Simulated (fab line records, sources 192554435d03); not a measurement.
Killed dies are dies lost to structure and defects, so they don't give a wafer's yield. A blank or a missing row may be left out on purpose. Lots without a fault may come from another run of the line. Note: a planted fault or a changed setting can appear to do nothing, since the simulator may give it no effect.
Struck lot and sound lot, side by side :: flow n5_finfet :: 45 steps out of a route of 1938
Sound: wafers L453.1, L453.3, L453.6. Wafers L456.4, L456.5 were the ones struck. At the end, the cause is stated.
Order at every step that has rows: each side's tool, ch and its chambers, its first start. Under that, the readings that differ: sound wafers :: struck wafers :: difference of the means :: sigmas: that difference in standard deviations of wafers without a fault.
alike: words and numbers the same on both sides, and readings whose means are apart by under 2 such deviations; not compared: readings that were withheld, readings missing a value for some wafer, numbers with overlapping values and no deviation given by the record, and bounds like >300 which may hide the same value.
The two part at a step that has a row with sigmas, a row that says differs or no value, or rows on one side only. Numbers that don't overlap but have no deviation are shown without sigmas and don't part them. A reading that every wafer of one side lacks parts them only if that side has two wafers or more.

first, 11 steps without rows for these wafers: N5_BEOL_M4_DESCUM_33 (chemistry O2, time 7 s); N5_BEOL_M4_ETCH_77 (etches underlayer in N2/H2, target depth 6.5 nm, time 5.2 s); N5_BEOL_M4_ETCH_69 (etches SiARC in CF4, target depth 15.6 nm, time 26 s); N5_BEOL_M4_ALD_98 (deposits SiO2, target thk 2.5 nm, pulse time 1 s, co reactant pulse time 1 s); N5_BEOL_M4_ETCHBACK_99 (etches SiO2 in CHF3, target depth 5 nm, time 10.4 s); N5_BEOL_M4_ETCH_70 (etches SOC in N2/H2, target depth 80 nm, overetch 24 nm, time 130 s); N5_BEOL_M4_STRIP_71 (strips in N2/H2); N5_BEOL_M4_STRIP_78 (strips in N2/H2); N5_BEOL_M4_VIA_ETCH_34 (etches the open film in C4F6/O2, target depth 69.4 nm, time 65.9 s); N5_BEOL_M4_STRIP_83 (strips in C4F6/O2); N5_BEOL_M4_STRIP_36 (strips in N2/H2).
N5_BEOL_M4_TRENCH_ETCH_37: etches SiOC in C4F6/O2, target depth 55.555 nm, time 29.2 s.
  sound on rie_diel-01 ch 1,3, day 9 20:05; struck on rie_diel-01 ch 1,3, day 11 04:37
reading: oes_product_au (a.u.)
sound: 0.93 0.82 0.93
struck: 0.63 0.56
difference: -0.30
sigmas: -4

reading: model.etch.depth_nm (nm)
sound: 54.95 55.52 54.85
struck: 28.19 28.53
difference: -26.75
sigmas: 

reading: model.BEOL_M4.feature_depth_nm (nm)
sound: 55 55.6 54.8
struck: 28.2 28.6
difference: -26.7
sigmas: 

reading: model.TiN_of_BEOL_M4_HM_DEP_02.thk_nm (nm)
sound: 17.8 18 17.8
struck: 18.4 19
difference: +0.8
sigmas: 
  alike: C4F6_flow_sccm, drypump_motor_current_A, mfc_ar_sccm, rf_vpp_V, showerhead_plenum_p_Torr, throttle_valve_pct
  not compared: rf_hours_counter_h
then, 2 steps without rows for these wafers: N5_BEOL_M4_ETCH_41 (etches SiCN in CH3F/O2, target depth 29.9 nm, time 52.5 s); N5_BEOL_M4_STRIP_97 (strips in N2/H2, time 10 s).
N5_BEOL_M4_OCD_MEAS_38:
  sound on ocd-01, day 9 20:14; struck on ocd-02, day 11 04:46
reading: trench_depth_nm (nm)
sound: 55.1 56.1 55.1
struck: 28.0 28.4
difference: -27.2
sigmas: -25
then, 25 steps without rows for these wafers: N5_BEOL_M4_HM_STRIP_39 (strips TiN in peroxide tin strip, target depth 25 nm, time 158 s); N5_BEOL_M4_SRD_40 (time 30 s); N5_BEOL_M4_PRECLEAN_42 (cleans in residue remover, time 60 s); N5_BEOL_M4_SRD_43 (time 30 s); N5_BEOL_M4_DEGAS_44 (time 60 s); N5_BEOL_M4_PRE_CLEAN_45 (time 30 s); N5_BEOL_M4_ALD_84 (deposits TaN, pulse time 2 s, purge time 3 s, co reactant purge time 2 s); N5_BEOL_M4_SURFACE_TREAT_85; N5_BEOL_M4_CVD_47 (deposits Co from CCTBA/H2, target thk 3 nm, time 223.8 s); N5_BEOL_M4_SPUTTER_48 (material Cu, target thk 4.5 nm, time 8.29 s); N5_BEOL_M4_ANNEAL_49 (time 240 s); N5_BEOL_M4_SPUTTER_79 (material Cu, target thk 4.5 nm, time 8.29 s); N5_BEOL_M4_ANNEAL_80 (time 240 s); N5_BEOL_M4_SPUTTER_81 (material Cu, target thk 4.5 nm, time 8.29 s); N5_BEOL_M4_ANNEAL_82 (time 240 s); N5_BEOL_M4_SPUTTER_86 (material Cu, target thk 4.5 nm, time 8.29 s); N5_BEOL_M4_ANNEAL_87 (time 240 s); N5_BEOL_M4_SPUTTER_88 (material Cu, target thk 4.5 nm, time 8.29 s); N5_BEOL_M4_ANNEAL_89 (time 240 s); N5_BEOL_M4_SPUTTER_90 (material Cu, target thk 4.5 nm, time 8.29 s); N5_BEOL_M4_ANNEAL_91 (time 240 s); N5_BEOL_M4_SPUTTER_92 (material Cu, target thk 4.5 nm, time 8.29 s); N5_BEOL_M4_ANNEAL_93 (time 240 s); N5_BEOL_M4_SPUTTER_94 (material Cu, target thk 4.5 nm, time 8.29 s); N5_BEOL_M4_ANNEAL_95 (time 240 s).
N5_BEOL_M4_CMP_52: polishes, stops on SiOC, t overpolish 6.8 s, target thk 40 nm.
  sound on cmp-03 ch 0,2,3, day 10 00:49; struck on cmp-04 ch 3, day 11 08:19
reading: model.Cu_of_BEOL_M4_ECD_50.thk_nm (nm)
sound: 40.4 40.2 39.8
struck: 12.8 14
difference: -26.7
sigmas: 
  alike: motor_current_A
N5_BEOL_M4_THK_MEAS_53: measures by xrf.
  sound on film_metro-02, day 10 01:05; struck on film_metro-01, day 11 08:35
reading: M4_THK (nm)
sound: 40.2 39.7 39.5
struck: 12.7 13.8
difference: -26.6
sigmas: -17
N5_BEOL_M4_RS_MEAS_58: a four-point-probe measurement.
  sound on film_metro-01, day 10 01:20; struck on film_metro-01, day 11 08:52
reading: M4_RS (ohm/sq)
sound: 0.66 0.66 0.67
struck: 3.18 2.80
difference: +2.33
sigmas: +68
N5_BEOL_M4_RC_MEAS_101:
  the record has rows for the sound wafers here (prober-02 ch 0, day 10 01:23) and none for the struck ones
-- record jumps: 5 days separate the struck wafers' starts on either side; left off in module BEOL_M4, taken up again in module PASSIVATION, whose first shown step is the route's number 1936 --
N5_PASSIVATION_PROBE_49:
  sound on prober-01, day 14 19:29; struck on prober-01, day 16 07:16
reading: defect_limited_yield (%)
sound: 91.0 91.7 90.8
struck: 0 0.4
difference: -91
sigmas: -57

reading: killed_at_M4_up
sound: 12 22 15
struck: 1098 1082
difference: +1074
sigmas: +99 or more

reading: killed_dies
sound: 106 98 109
struck: 1180 1175
difference: +1073
sigmas: +56

reading: killed_on_rim
sound: 21 12 16
struck: 152 150
difference: +135
sigmas: +35

reading: sort_bin_5_function (%)
sound: 5.4 5.3 5.2
struck: 96.9 95.4
difference: +90.9
sigmas: +91

reading: sort_n_pass
sound: 1074 1082 1071
struck: 0 5
difference: -1073
sigmas: -49

reading: sort_yield_pct (%)
sound: 91.0 91.7 90.8
struck: 0 0.4
difference: -91
sigmas: -48
  alike: killed_at_M0_to_M3, killed_at_contacts, killed_at_front_end, killed_at_other, killed_open, killed_short, sort_bin_6_memory

## WHERE THEY PART
Earliest at N5_BEOL_M4_TRENCH_ETCH_37; latest, in this record, at N5_PASSIVATION_PROBE_49.

WHY: the cause the simulator had injected
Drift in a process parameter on rie_diel-01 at N5_BEOL_M4_TRENCH_ETCH_37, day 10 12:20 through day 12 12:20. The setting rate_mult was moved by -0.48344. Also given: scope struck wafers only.
